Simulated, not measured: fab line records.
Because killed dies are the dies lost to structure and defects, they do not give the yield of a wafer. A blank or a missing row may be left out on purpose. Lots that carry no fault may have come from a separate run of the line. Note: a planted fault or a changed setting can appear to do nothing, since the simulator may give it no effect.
Matching of chambers    flow n5 finfet    N5_HKMG_FIN_ALD_74 on ald hk-01 has 4 sister chambers
The step deposits La2O3, target thk 0.5 nm, pulse time 6 s, co reactant pulse time 1 s. 8 wafers are shown with their chamber, then 12 later ones without.

== WAFERS, EACH WITH ITS CHAMBER ==
wafer   chamber  heater power w (W)  precursor pulse height rel
L081.6  3        323                 1.013
L089.1  1        355                 1.002
L090.2  0        289                 1.023
L090.3  3        323                 0.997
L090.4  2        355                 1.022
L093.1  2        345                 0.989
L093.3  0        295                 1.010
L093.5  1        357                 1.042

== WAFERS WHOSE CHAMBER IS MISSING ==
wafer   heater power w (W)  precursor pulse height rel
L094.1  345                 1.006
L094.2  342                 1.008
L094.5  288                 1.021
L096.1  349                 1.009
L096.2  361                 0.991
L096.3  285                 1.004
L096.4  336                 0.994
L096.5  343                 0.994
L096.6  355                 1.017
L097.2  343                 0.991
L097.3  288                 0.999
L097.4  352                 1.003

== CHAMBER TAKEN BY EACH ==
wafer   from the rows above           in truth
L094.1  can't be placed: 2 or 1       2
L094.2  can't be placed: 2 or 1       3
L094.5  0                             0
L096.1  can't be placed: 2 or 1       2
L096.2  can't be placed: 1 or 2       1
L096.3  0                             0
L096.4  can't be placed: 3 or 2 or 1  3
L096.5  can't be placed: 2 or 1       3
L096.6  can't be placed: 1 or 2       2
L097.2  can't be placed: 2 or 1       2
L097.3  0                             0
L097.4  can't be placed: 2 or 1       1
3 of 12 placed correctly. Cannot be placed on the basis of these rows: 9; the candidates contain the true chamber in 7. Number placed wrongly: 0.
How it was worked out, from the rows above alone: a wafer's distance from a chamber is the root of the sum, over the readings, of the square of ((its reading less the chamber's mean) divided by the reading's scatter). If the next closest chamber is less than 2 further off than the closest, the wafer can't be placed; otherwise it belongs to the closest. For every chamber, the mean is computed from those of its wafers that are shown. The scatter is the square root of a quotient: the sum, over the shown wafers, of each reading's squared deviation from its chamber's mean, divided by wafers minus chambers.
